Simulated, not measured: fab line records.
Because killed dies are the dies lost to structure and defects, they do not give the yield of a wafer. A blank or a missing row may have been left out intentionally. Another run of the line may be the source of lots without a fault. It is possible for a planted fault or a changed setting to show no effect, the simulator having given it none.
Chamber matching    flow n5Finfet    N5_BEOL_M6_STRIP_67 on rieDiel-03: 4 sister chambers
The step strips in CF4. 4 wafers are shown with their chamber, then 9 later ones without.

WAFERS PAIRED WITH THEIR CHAMBERS
wafer   chamber  drypumpMotorCurrentA (A)
L090.2  1        5.85
L089.2  0        5.82
L089.4  3        5.44
L089.5  2        4.90

WAFERS WHOSE CHAMBER IS MISSING
wafer   drypumpMotorCurrentA (A)
L091.2  5.83
L091.4  4.96
L091.5  5.83
L093.1  4.93
L093.2  5.85
L093.4  5.42
L096.2  5.82
L096.3  5.42
L096.5  5.44

CHAMBER TAKEN BY EACH
wafer   from the rows above      in truth
L091.2  can't be placed: 0 or 1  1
L091.4  2                        2
L091.5  can't be placed: 0 or 1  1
L093.1  2                        2
L093.2  can't be placed: 1 or 0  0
L093.4  3                        3
L096.2  can't be placed: 0 or 1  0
L096.3  3                        3
L096.5  3                        3
Correctly placed: 5 of 9. Unplaceable from these rows: 4, with the true chamber sitting among the candidates in 4. 0 placed wrongly.
How it was worked out, from the rows above alone: a wafer's distance from a chamber is the root of the sum, over the readings, of the square of ((its reading less the chamber's mean) divided by the reading's scatter). The wafer belongs to the nearest chamber; if the next one is less than 2 further off, it can't be placed. For every chamber, the mean is computed from those of its wafers that are shown. The scatter: root of mean squared gap, hidden wafer to nearest shown wafer, with one shown wafer a chamber.
